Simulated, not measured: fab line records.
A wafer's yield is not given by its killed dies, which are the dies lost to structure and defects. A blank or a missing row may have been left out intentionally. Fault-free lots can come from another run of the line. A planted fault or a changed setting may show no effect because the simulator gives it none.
Matching of chambers + flow n5 finfet + 4 sister chambers for N5_BEOL_M3_ETCH_63 on rie diel-06
The step etches SiARC in CF4, target depth 15.6 nm, time 26 s. 8 wafers are shown with their chamber, then 7 later ones without.

## WAFERS, EACH WITH ITS CHAMBER
| wafer  | chamber | drypump motor current A (A) | showerhead plenum p Torr (Torr) |
|--------|---------|-----------------------------|---------------------------------|
| L182.6 | 0       | 5.5                         | 2.11                            |
| L183.2 | 0       | 5.5                         | 2.11                            |
| L183.6 | 2       | 6.2                         | 2.20                            |
| L192.3 | 3       | 5.1                         | 2.11                            |
| L192.5 | 2       | 6.2                         | 2.19                            |
| L192.6 | 3       | 5.1                         | 2.11                            |
| L194.3 | 1       | 5.3                         | 2.25                            |
| L194.5 | 1       | 5.2                         | 2.25                            |

## WAFERS WITH NO CHAMBER GIVEN
| wafer  | drypump motor current A (A) | showerhead plenum p Torr (Torr) |
|--------|-----------------------------|---------------------------------|
| L194.6 | 6.2                         | 2.19                            |
| L195.1 | 6.2                         | 2.19                            |
| L195.4 | 5.2                         | 2.25                            |
| L195.6 | 5.1                         | 2.11                            |
| L200.2 | 5.1                         | 2.11                            |
| L200.5 | 5.2                         | 2.24                            |
| L200.6 | 6.2                         | 2.19                            |

## WHICH CHAMBER EACH WENT THROUGH
| wafer  | from the rows above | in truth |
|--------|---------------------|----------|
| L194.6 | 2                   | 2        |
| L195.1 | 2                   | 2        |
| L195.4 | 1                   | 1        |
| L195.6 | 3                   | 3        |
| L200.2 | 3                   | 3        |
| L200.5 | 1                   | 1        |
| L200.6 | 2                   | 2        |
Correct placement for 7 of the 7. Can't be placed from these rows: 0. Wrongly placed: 0.
How it was worked out, from the rows above alone: a wafer's distance from a chamber is the root of the sum, over the readings, of the square of ((its reading less the chamber's mean) divided by the reading's scatter). If the next closest chamber is less than 2 further off than the closest, the wafer can't be placed; otherwise it belongs to the closest. The mean given for a chamber averages the wafers shown for that chamber. The scatter: take each reading less its chamber's mean, square it, sum over the shown wafers, divide by the number of wafers less the number of chambers, and take the root.
